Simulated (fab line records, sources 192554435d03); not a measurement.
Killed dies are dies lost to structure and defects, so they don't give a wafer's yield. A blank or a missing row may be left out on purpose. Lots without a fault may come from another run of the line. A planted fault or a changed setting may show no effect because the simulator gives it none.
fab line records | flow n5_finfet
record lots=13 wafers=39 last_day=18
route steps=1938 shown MIM_TOP@1837 PASSIVATION@1910
lots that met no fault: from a run of the same line without faults
start_h: hours from the record's first day to the start of the lot's first wafer shown | wait_h: hours since the lot's step before | " the same as in the row above | L1.1+2: a row that stands for several wafers | - no value, or no start given | * or withheld: withheld | < > ~ a bound
route shown NAME@n: a module of which the file shows steps, and the number in the route of the first | usual: mean/standard deviation of fault-free wafers | same: alike in all rows | chamber/n: place in a boat | sites: the reading at each site | _std_site: their standard deviation | _edge_site: outer sites' mean less inner sites' | radius_mm: how far each site lies from the wafer's centre | mask NAME#n: copy n | behind: the tool/chamber that last shaped the wafer | hold: why the lot was held/for how many hours/how that ended | device: the transistor (n, p or np) that didn't switch | end of line: the same wafers' tests at the end of the route | a step without rows: its recipe alone | killed: dies lost to structure and defects at the first sort, not the wafer's yield | map: a wafer's dies, x killed, . not, _ none there
set.NAME: the setting as run; set.NAME@STEP: as run at that earlier step | model.NAME: the simulator's own value behind a step, which no gauge read
steps of the route over a sample of lots; a table a step, a row a wafer
services: from which hour (start_h, from the record's first day; less than 0 if before it) a tool's chamber was out of use, for how many hours, and why
## steps
# step N5_MIM_TOP_DEGAS_04
# recipe ambient=vacuum temp_c=300 time_s=60
# usual heater_power_w=458/49
# columns lot.wafer tool chamber start_h wait_h heater_power_w
L878.2 pvd_sputter-01 - 281.53 - 461
L878.5 " - " " 593
L878.6 " - " " 479
L880.1 pvd_sputter-01 - 301.59 - 459
L880.2 " - " " 484
L880.5 " - " " 466
L882.1 pvd_sputter-02 - 304.82 - 485
L882.4 " - " " 406
L882.6 " - " " 481
L884.1 pvd_sputter-02 - 325.10 - 489
L884.3 " - " " 422
L884.4 " - " " 392
L883.2 pvd_sputter-02 - 326.56 - 406
L883.3 " - " " 483
L883.4 " - " " 404
L888.1 pvd_sputter-03 - 330.05 - 416
L888.3 " - " " 502
L888.6 " - " " 491
L887.1 pvd_sputter-01 - 335.11 - 472
L887.3 " - " " 591
L887.4 " - " " 452
L892.1 pvd_sputter-01 - 375.45 - 466
L892.3 " - " " 570
L892.6 " - " " 454
L897.2 pvd_sputter-02 - 386.83 - 467
L897.4 " - " " 425
L897.5 " - " " 396
L898.2 pvd_sputter-01 - 398.62 - 494
L898.4 " - " " 462
L898.6 " - " " 483
L900.2 pvd_sputter-03 - 410.34 - 417
L900.4 " - " " 431
L900.6 " - " " 404
L899.1 pvd_sputter-03 - 410.66 - 435
L899.4 " - " " 415
L899.5 " - " " 413
L901.4 pvd_sputter-03 - 414.96 - 422
L901.5 " - " " 479
L901.6 " - " " 435
# step N5_PASSIVATION_ETCH_59
# recipe chemistry=Cl2/BCl3 target=TaN target_depth_a=650 time_s=34.9 ion_energy_ev=100 pressure_mtorr=10 icp_w=900 bias_w=100 Cl2_flow_sccm=60 bcl3_flow_sccm=30
# usual drypump_motor_current_A=5.5/0.38 oes_product_au=0.79/0.081 throttle_valve_pct=21.06/0.18
# columns lot.wafer tool chamber start_h wait_h drypump_motor_current_A oes_product_au rf_hours_counter_h throttle_valve_pct
L878.2 rie_metal-02 1 288.54 0.3 5.5 0.82 20 21.15
L878.5 " 0 " " 5.2 0.90 - 21.01
L878.6 " 1 " " 5.5 0.83 - 21.14
L880.1 rie_metal-02 0 308.12 0.3 5.2 0.88 12 21.04
L880.2 " 1 " " 5.6 0.82 21 21.15
L880.5 " 0 " " 5.2 0.89 - 21.04
L882.1 rie_metal-03 1 310.78 0.3 4.9 0.84 21 21.24
L882.4 " 0 " " 6.0 0.68 - 21.22
L882.6 " 1 " " 4.9 0.84 - 21.26
L884.1 rie_metal-02 1 332.61 0.3 5.5 0.81 24 21.16
L884.3 " 1 " " 5.5 0.80 - 21.15
L884.4 " 0 " " 5.2 0.87 - 21.04
L883.2 rie_metal-02 1 333.11 0.3 5.6 0.82 24 21.14
L883.3 " 0 " " 5.2 0.87 - 21.02
L883.4 " 1 " " 5.6 0.81 - 21.13
L888.1 rie_metal-02 0 336.11 0.3 5.2 0.87 16 21.04
L888.3 " 0 " " 5.2 0.87 - 21.06
L888.6 " 1 " " 5.5 0.80 - 21.16
L887.1 rie_metal-01 1 342.44 0.3 5.8 0.67 107 21.05
L887.3 " 0 " " 5.9 0.73 - 20.73
L887.4 " 1 " " 5.8 0.67 - 21.03
L892.1 rie_metal-02 1 381.93 0.3 5.5 0.79 29 21.19
L892.3 " 0 " " 5.2 0.85 - 21.05
L892.6 " 0 " " 5.2 0.84 - 21.07
L897.2 rie_metal-02 1 394.11 0.4 5.6 0.79 31 21.17
L897.4 " 0 " " 5.2 0.85 - 21.05
L897.5 " 1 " " 5.5 0.79 - 21.16
L898.2 rie_metal-03 1 404.92 0.3 4.9 0.81 29 21.27
L898.4 " 1 " " 4.9 0.81 - 21.26
L898.6 " 0 " " 6.0 0.67 - 21.25
L899.1 rie_metal-03 0 419.90 0.3 6.0 0.66 89 21.23
L899.4 " 0 " " 6.0 0.66 - 21.23
L899.5 " 1 " " 4.9 0.81 - 21.26
L900.2 rie_metal-01 0 420.11 0.3 5.9 0.72 61 20.74
L900.4 " 0 " " 5.9 0.71 - 20.72
L900.6 " 0 " " 5.9 0.72 - 20.73
L901.4 rie_metal-01 0 424.43 0.2 5.9 0.71 - 20.76
L901.5 " 0 " " 5.9 0.71 - 20.74
L901.6 " 1 " " 5.9 0.96 - 20.94
# step N5_PASSIVATION_CD_MEAS_44
# recipe target_cd_nm=40000 landing_energy_ev=500 detector=se_inlens
# usual cd_nm=40001/3.7
# columns lot.wafer tool chamber start_h wait_h cd_nm
L878.2 cd_sem-02 0 290.44 - 39995
L878.5 " 0 " " 39999
L878.6 " 0 " " 39999
L880.1 cd_sem-01 0 309.30 - 39995
L880.2 " 0 " " 40000
L880.5 " 0 " " 39996
L882.1 cd_sem-03 0 311.94 - 40004
L882.4 " 0 " " 40002
L882.6 " 0 " " 39998
L884.1 cd_sem-02 0 333.89 - 39999
L884.3 " 0 " " 40004
L884.4 " 0 " " 39996
L883.2 cd_sem-01 0 334.27 - 40006
L883.3 " 0 " " 40000
L883.4 " 0 " " 40007
L888.1 cd_sem-02 0 337.43 - 39996
L888.3 " 0 " " 40003
L888.6 " 0 " " 40003
L887.1 cd_sem-01 0 343.69 - 40001
L887.3 " 0 " " 40005
L887.4 " 0 " " 40004
L892.1 cd_sem-01 0 383.23 - 40000
L892.3 " 0 " " 40003
L892.6 " 0 " " 40000
L897.2 cd_sem-01 0 395.54 - 40005
L897.4 " 0 " " 40005
L897.5 " 0 " " 40001
L898.2 cd_sem-01 0 406.22 - 40004
L898.4 " 0 " " 40003
L898.6 " 0 " " 39997
L899.1 cd_sem-03 0 421.47 - 40001
L899.4 " 0 " " 40000
L899.5 " 0 " " 39994
L900.2 cd_sem-01 0 422.04 - 40000
L900.4 " 0 " " 39999
L900.6 " 0 " " 39999
L901.4 cd_sem-01 0 425.74 - 40001
L901.5 " 0 " " 39998
L901.6 " 0 " " 40002
# step N5_PASSIVATION_PROBE_49
# usual defect_limited_yield=91.2/1.5 killed_at_M0_to_M3=33/9.6 killed_at_M4_up=14/5.6 killed_at_contacts=14/5.5 killed_at_front_end=40/13 killed_at_other=4/3 killed_dies=104/17 killed_open=68/13 killed_short=33/7.2 sort_bin_5_function=5.2/0.95 sort_bin_6_memory=3.3/0.62 sort_bin_8_speed=0.00/0.012 sort_n_pass=1076/17 sort_yield_pct=91.2/1.5
# same gross_dies=1180 killed_at_back_side=0 sort_bin_4_leakage[%]=0
# columns lot.wafer tool chamber start_h wait_h defect_limited_yield[%] killed_at_M0_to_M3 killed_at_M4_up killed_at_contacts killed_at_front_end killed_at_other killed_dies killed_open killed_short sort_bin_5_function[%] sort_bin_6_memory[%] sort_bin_8_speed[%] sort_n_pass sort_yield_pct[%]
L878.2 prober-02 - 293.71 0.1 92.9 32 17 15 19 1 84 54 26 4.6 2.5 0 1096 92.9
L878.5 prober-02 - 293.86 0.2 93.8 21 16 13 20 3 73 44 25 3.9 1.8 0 1107 93.8
L878.6 prober-02 - 293.91 0.3 91.3 38 20 14 22 9 103 73 27 5.5 3.0 0 1077 91.3
L880.1 prober-02 - 312.44 0.0 90.9 30 30 8 36 3 107 75 27 5.3 3.5 0 1073 90.9
L880.2 prober-02 - 312.49 0.1 94.0 14 11 10 34 2 71 42 23 3.6 1.9 0 1109 94.0
L880.5 prober-02 - 312.64 0.2 91.0 23 31 22 27 3 106 69 36 5.1 3.4 0 1074 91.0
L884.1 prober-02 - 337.04 0.0 92.2 37 9 10 31 5 92 55 36 4.2 3.3 0 1088 92.2
L884.3 prober-02 - 337.14 0.1 90.8 25 14 23 40 7 109 66 36 5.3 3.2 0 1071 90.8
L884.4 prober-02 - 337.19 0.2 91.4 37 15 10 32 8 102 58 43 4.6 3.5 0 1078 91.4
L892.1 prober-02 - 386.41 0.0 81.4 29 7 17 38 129 220 56 35 11.7 3.5 0 960 81.4
L892.3 prober-02 - 386.51 0.1 86.2 15 9 12 34 93 163 45 22 8.0 3.3 0 1017 86.2
L892.6 prober-02 - 386.66 0.3 84.7 29 10 6 35 100 180 54 32 8.7 3.9 0 1000 84.7
L897.2 prober-01 - 400.12 0.1 80.6 35 16 12 39 127 229 68 33 12.5 4.3 0 951 80.6
L897.4 prober-01 - 400.22 0.2 84.9 26 7 10 41 94 178 56 30 8.6 3.6 0 1002 84.9
L897.5 prober-01 - 400.27 0.2 79.2 44 11 8 52 130 245 74 40 12.3 5.3 0 935 79.2
L901.4 prober-01 - 429.20 0.2 93.9 29 10 11 17 5 72 41 31 3.5 2.5 0 1108 93.9
L901.5 prober-01 - 429.25 0.2 91.9 40 12 11 23 9 95 53 40 5.3 2.3 0 1085 91.9
L901.6 prober-01 - 429.30 0.3 93.0 37 6 7 31 2 83 57 24 4.1 2.5 0 1097 93.0
# killed by level:class
L878.2 MOL_CONTACT_COAG:geometric_particle:open=12 BEOL_M1:geometric_particle:open=8 BEOL_M0_SAQP:geometric_particle:short=7 BEOL_M3:geometric_particle:open=7 BEOL_M4:geometric_particle:open=7 FIN_SAQP:geometric_particle:short=4 STI_FIN_REVEAL:geometric_particle:open=3 MOL_CONTACT_COAG:geometric_particle:short=3
L878.5 MOL_CONTACT_COAG:geometric_particle:open=11 BEOL_M0_SAQP:geometric_particle:open=5 BEOL_M2:geometric_particle:open=5 FIN_SAQP:geometric_particle:open=4 GATE_CUT:geometric_particle:short=4 BEOL_M5:geometric_particle:open=4 BEOL_M3:geometric_particle:open=3 BEOL_M5:geometric_particle:short=3
L878.6 MOL_CONTACT_COAG:geometric_particle:open=14 BEOL_M0_SAQP:geometric_particle:open=12 GATE_CUT:geometric_particle:open=10 BEOL_M5:geometric_particle:open=8 GATE_CUT:geometric_particle:short=5 BEOL_M2:geometric_particle:open=5 BEOL_M4:geometric_particle:open=4 BEOL_M0_SAQP:geometric_particle:short=4
L880.1 BEOL_M4:geometric_particle:open=15 FIN_SAQP:geometric_particle:open=11 BEOL_M2:geometric_particle:open=11 FIN_SAQP:geometric_particle:short=8 BEOL_M3:geometric_particle:open=6 MOL_CONTACT_COAG:geometric_particle:open=5 BEOL_M5:geometric_particle:open=5 STI_FIN_REVEAL:geometric_particle:open=3
L880.2 FIN_SAQP:geometric_particle:open=8 BEOL_M4:geometric_particle:open=8 MOL_CONTACT_COAG:geometric_particle:open=7 HKMG_FIN:area_etch=5 STI_FIN_REVEAL:geometric_particle:open=4 BEOL_M0_SAQP:geometric_particle:short=4 FIN_SAQP:geometric_particle:short=3 DUMMY_GATE:geometric_particle:short=3
L880.5 MOL_CONTACT_COAG:geometric_particle:open=19 BEOL_M4:geometric_particle:open=15 FIN_SAQP:geometric_particle:open=8 BEOL_M0_SAQP:geometric_particle:short=8 GATE_CUT:geometric_particle:short=5 BEOL_M2:geometric_particle:open=5 BEOL_M5:geometric_particle:open=5 BEOL_M0_SAQP:geometric_particle:open=4
L884.1 BEOL_M0_SAQP:geometric_particle:open=11 BEOL_M1:geometric_particle:open=8 BEOL_M2:geometric_particle:open=7 STARTING-WAFER:geometric_particle:short=7 FIN_SAQP:geometric_particle:short=6 MOL_CONTACT_COAG:geometric_particle:open=6 FIN_SAQP:geometric_particle:open=5 BEOL_M0_SAQP:geometric_particle:short=5
L884.3 MOL_CONTACT_COAG:geometric_particle:open=18 STI_FIN_REVEAL:geometric_particle:open=11 GATE_CUT:geometric_particle:short=9 BEOL_M4:geometric_particle:open=8 BEOL_M1:geometric_particle:open=7 BEOL_M0_SAQP:geometric_particle:short=5 BEOL_M2:geometric_particle:open=5 FIN_SAQP:geometric_particle:short=4
L884.4 BEOL_M2:geometric_particle:open=8 MOL_CONTACT_COAG:geometric_particle:open=8 BEOL_M4:geometric_particle:open=7 FIN_SAQP:geometric_particle:open=6 FIN_SAQP:geometric_particle:short=6 BEOL_M0_SAQP:geometric_particle:open=6 BEOL_M0_SAQP:geometric_particle:short=6 BEOL_M3:geometric_particle:short=6
L892.1 PASSIVATION:unspecified=127 FIN_SAQP:geometric_particle:open=11 MOL_CONTACT_COAG:geometric_particle:open=9 FIN_SAQP:geometric_particle:short=8 MOL_CONTACT_COAG:geometric_particle:short=7 BEOL_M2:geometric_particle:open=7 STI_FIN_REVEAL:geometric_particle:open=6 BEOL_M3:geometric_particle:open=6
L892.3 PASSIVATION:unspecified=90 MOL_CONTACT_COAG:geometric_particle:open=11 FIN_SAQP:geometric_particle:open=6 FIN_SAQP:geometric_particle:short=5 HKMG_FIN:area_etch=5 DUMMY_GATE:geometric_particle:open=4 BEOL_M4:geometric_particle:open=4 STI_FIN_REVEAL:geometric_particle:open=3
L892.6 PASSIVATION:unspecified=94 FIN_SAQP:geometric_particle:open=7 STI_FIN_REVEAL:geometric_particle:open=7 BEOL_M1:geometric_particle:open=7 FIN_SAQP:geometric_particle:short=6 BEOL_M2:geometric_particle:open=6 MOL_CONTACT_COAG:geometric_particle:open=5 BEOL_M4:geometric_particle:open=5
L897.2 PASSIVATION:unspecified=126 FIN_SAQP:geometric_particle:open=11 MOL_CONTACT_COAG:geometric_particle:open=10 BEOL_M0_SAQP:geometric_particle:open=9 FIN_SAQP:geometric_particle:short=7 BEOL_M0_SAQP:geometric_particle:short=7 BEOL_M3:geometric_particle:open=7 BEOL_M4:geometric_particle:open=7
L897.4 PASSIVATION:unspecified=91 FIN_SAQP:geometric_particle:open=13 MOL_CONTACT_COAG:geometric_particle:open=8 FIN_SAQP:geometric_particle:short=7 BEOL_M3:geometric_particle:open=7 BEOL_M0_SAQP:geometric_particle:open=6 STI_FIN_REVEAL:geometric_particle:open=6 STARTING-WAFER:geometric_particle:short=4
L897.5 PASSIVATION:unspecified=128 BEOL_M0_SAQP:geometric_particle:open=15 FIN_SAQP:geometric_particle:short=14 BEOL_M0_SAQP:geometric_particle:short=10 DUMMY_GATE:geometric_particle:open=9 STI_FIN_REVEAL:geometric_particle:open=8 FIN_SAQP:geometric_particle:open=7 BEOL_M2:geometric_particle:open=7
L901.4 BEOL_M0_SAQP:geometric_particle:open=8 BEOL_M0_SAQP:geometric_particle:short=6 MOL_CONTACT_COAG:geometric_particle:open=6 MOL_CONTACT_COAG:geometric_particle:short=5 BEOL_M2:geometric_particle:open=5 GATE_CUT:geometric_particle:short=3 BEOL_M0:geometric_particle:open=3 BEOL_M1:geometric_particle:open=3
L901.5 BEOL_M0_SAQP:geometric_particle:short=18 MOL_CONTACT_COAG:geometric_particle:open=7 BEOL_M2:geometric_particle:open=7 DUMMY_GATE:geometric_particle:open=5 BEOL_M0_SAQP:geometric_particle:open=5 BEOL_M4:geometric_particle:open=5 MIM_TOP_ETCH:geometric_particle:short=4 FIN_SAQP:geometric_particle:short=3
L901.6 FIN_SAQP:geometric_particle:open=11 BEOL_M0_SAQP:geometric_particle:open=9 BEOL_M1:geometric_particle:open=8 FIN_SAQP:geometric_particle:short=7 BEOL_M2:geometric_particle:open=7 MOL_CONTACT_COAG:geometric_particle:open=6 BEOL_M0_SAQP:geometric_particle:short=5 BEOL_M3:geometric_particle:open=4
## services
# columns tool chamber start_h hours kind
pvd_sputter-02 - 305.59 2.2 repair
pvd_sputter-01 - 326.95 3.2 repair
rie_metal-03 0 338.21 3.2 repair
pvd_sputter-02 - 360.36 9.0 repair
rie_metal-01 1 360.39 - clean
rie_metal-01 1 360.39 23.7 scheduled_down
rie_metal-01 1 360.39 23.7 vent_cycle
pvd_sputter-02 - 373.64 2.1 repair
## key
first_sign step=N5_PASSIVATION_PROBE_49 reading=killed_at_other direction=up sigmas=36 usual=4 struck=112
effect step=N5_PASSIVATION_PROBE_49 reading=defect_limited_yield direction=down sigmas=5.7 usual=91.2 struck=82.8
more_kills_born_at N5_PASSIVATION_ETCH_59@rie_metal-02=656
met_at N5_PASSIVATION_ETCH_59
struck_lots L892,L897
not_acting_at N5_MIM_TOP_DEGAS_04,N5_PASSIVATION_CD_MEAS_44
onset_between 336.11 381.93
fault kind=chamber_particle_source tool=rie_metal-02 chamber=- onset_h=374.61 steps=N5_PASSIVATION_ETCH_59 rate_per_visit_cm2=1.2034 end_h=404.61
